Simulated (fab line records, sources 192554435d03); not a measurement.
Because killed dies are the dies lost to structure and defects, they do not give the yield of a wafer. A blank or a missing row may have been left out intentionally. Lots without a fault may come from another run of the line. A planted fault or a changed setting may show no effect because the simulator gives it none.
Problem report in the 8D (eight disciplines) form, filled by code + flow n5Finfet + the parts of the form that need people (team, actions taken, sign-off) are left out

== 1. WHAT IS WRONG ==
Wafers with no fault read 341.9 W with a standard deviation of 1.4, whereas rfFwdPowerW at N5_BEOL_M9_VIA_ETCH_34 reads a mean of 427.0 W on 1 wafer of 1 lot. Relative to the usual mean, that is a shift of +61 standard deviations.
The step: etches SiCOH lowk in C4F6/O2, target depth 182.4 nm, time 68.4 s.
Earliest sighting: wafer L732.3 on rieDiel-04 at day 16 05:28. The record has a number at this step for 29 wafers belonging to 10 lots. Rule for "out" (also "out of limits"): further than 4 standard deviations from the usual mean. The other wafers with a number count as sound.

== 2. WHAT IT IS; WHAT IT IS NOT ==
| question                    | is                                | is not                                                                     |
|-----------------------------|-----------------------------------|----------------------------------------------------------------------------|
| which readings at this step | rfFwdPowerW, oes_f_703_au, rfVppV | chamberPressureMTorr, drypumpMotorCurrentA, oesProductAu, throttleValvePct |
| which lots                  | L732                              | L709, L711, L714, L715, L716, L717, L719, L720, L730                       |
| which wafers of those lots  | L732.3                            | L732.1, L732.2                                                             |
| read on which tools         | rieDiel-04                        | rieDiel-02, rieDiel-05                                                     |
| when                        | from day 16 05:28                 | up to then (28 sound wafers)                                               |

== 3. WHAT RULES OUT EACH SUSPECT ==
Counting: any tool at a process step up to the reading remains a suspect provided it ran every lot that is out. Sound lots after the first of them don't rule it out here, since some wafers of a struck lot are sound.
- rieDiel-04 at N5_BEOL_M9_ETCH_65 (etches SiARC in CF4, target depth 15.6 nm, time 26 s): kept. L732, the lot that is out, went through it at day 16 05:20; up to then, the latest sound lot through it was L720 at day 12 17:01.
- rieDiel-04 at N5_BEOL_M9_VIA_ETCH_34 (etches SiCOH lowk in C4F6/O2, target depth 182.4 nm, time 68.4 s): kept. L732, the lot that is out, went through it at day 16 05:28; up to then, the latest sound lot through it was L720 at day 12 17:09. Its own readings are out on those wafers: oes_f_703_au, rfFwdPowerW, rfVppV.
- Within rieDiel-04 at N5_BEOL_M9_ETCH_65: the wafers that are out ran in chamber 1; their sound lot-mates ran in chambers 0, 2.
- Within rieDiel-04 at N5_BEOL_M9_VIA_ETCH_34: the wafers that are out ran in chamber 1; their sound lot-mates ran in chambers 0, 2.
What counting leaves: rieDiel-04 at N5_BEOL_M9_ETCH_65 and rieDiel-04 at N5_BEOL_M9_VIA_ETCH_34.

== 4. THE CAUSE (what the simulator had put in) ==
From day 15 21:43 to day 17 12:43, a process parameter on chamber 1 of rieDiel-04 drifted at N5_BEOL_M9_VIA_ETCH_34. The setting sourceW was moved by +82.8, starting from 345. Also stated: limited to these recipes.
This tool is one of the 2 suspects left after counting.

== 5. THE CHAIN OF EFFECTS, in route order ==
Each row: a reading where the mean over the struck wafers with a number is more than 3 standard deviations away from the usual. Readings are gone through only where the record gives a usual standard deviation; hours: the median, over the lots, of the time from a lot's start at the first step in this table giving one to that lot's start at this step; sigmas: the change measured in usual standard deviations.
| hours | step                   | reading      | usual     | on struck wafers | change | sigmas |
|-------|------------------------|--------------|-----------|------------------|--------|--------|
| 0     | N5_BEOL_M9_VIA_ETCH_34 | oes_f_703_au | 0.79 a.u. | 1.09             | +0.30  | +4.8   |
| 0     | N5_BEOL_M9_VIA_ETCH_34 | oes_o_777_au | 0.80 a.u. | 1.05             | +0.25  | +4.0   |
| 0     | N5_BEOL_M9_VIA_ETCH_34 | rfFwdPowerW  | 341.9 W   | 427.0            | +85.1  | +61    |
| 0     | N5_BEOL_M9_VIA_ETCH_34 | rfVppV       | 668 V     | 602              | -66    | -8.4   |
Process steps it contains:
- N5_BEOL_M9_VIA_ETCH_34: etches SiCOH lowk in C4F6/O2, target depth 182.4 nm, time 68.4 s.
Later steps that measure or inspect, where all struck wafers having a row at the step show a number for every such reading and not one has moved that far: N5_BEOL_M9_CD_MEAS_35.

== 6. WHAT WOULD HAVE CAUGHT IT SOONER ==
In this record no reading fell out of limits until day 16 05:28, 8 hours after the fault had begun at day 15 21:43.
